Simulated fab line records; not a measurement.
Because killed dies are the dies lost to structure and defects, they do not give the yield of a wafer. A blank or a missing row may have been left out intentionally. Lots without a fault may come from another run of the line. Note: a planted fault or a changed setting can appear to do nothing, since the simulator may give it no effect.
Chamber matching | flow n5-finfet | N5_ZERO_LAYER_ETCH_17 on rie-diel-05: 4 sister chambers
The step etches SiO2 in CF4, target depth 12 nm, time 13.3 s. 8 wafers are shown with their chamber, then 11 later ones without.

## EACH WAFER AND ITS CHAMBER
wafer  | chamber | throttle-valve-pct (%) | showerhead-plenum-p-Torr (Torr)
L079.1 | 3       | 16.08                  | 2.03
L079.4 | 0       | 15.90                  | 2.08
L083.3 | 2       | 15.41                  | 2.18
L083.4 | 2       | 15.41                  | 2.18
L084.1 | 0       | 15.89                  | 2.08
L084.2 | 1       | 15.35                  | 2.15
L084.4 | 3       | 16.11                  | 2.03
L088.2 | 1       | 15.37                  | 2.14

## WAFERS MISSING THEIR CHAMBER
wafer  | throttle-valve-pct (%) | showerhead-plenum-p-Torr (Torr)
L088.4 | 16.12                  | 2.03
L088.6 | 15.91                  | 2.08
L090.4 | 15.37                  | 2.14
L090.5 | 15.46                  | 2.18
L090.6 | 15.37                  | 2.14
L096.1 | 15.93                  | 2.08
L096.2 | 15.39                  | 2.14
L096.3 | 15.48                  | 2.17
L097.3 | 15.94                  | 2.08
L097.4 | 15.93                  | 2.08
L097.6 | 15.39                  | 2.14

## EACH ONE'S CHAMBER
wafer  | from the rows above | in truth
L088.4 | 3                   | 3
L088.6 | 0                   | 0
L090.4 | 1                   | 1
L090.5 | 2                   | 2
L090.6 | 1                   | 1
L096.1 | 0                   | 0
L096.2 | 1                   | 1
L096.3 | 2                   | 2
L097.3 | 0                   | 0
L097.4 | 0                   | 0
L097.6 | 1                   | 1
11 of 11 placed correctly. Not placeable from these rows: 0. Placed wrongly: 0.
How it was worked out, from the rows above alone: a wafer's distance from a chamber is the root of the sum, over the readings, of the square of ((its reading less the chamber's mean) divided by the reading's scatter). If the next closest chamber is less than 2 further off than the closest, the wafer can't be placed; otherwise it belongs to the closest. The mean given for a chamber averages the wafers shown for that chamber. How the scatter is found: for the shown wafers, subtract from each reading the mean of its chamber, square and add these, divide the total by (wafers less chambers), then take the root.
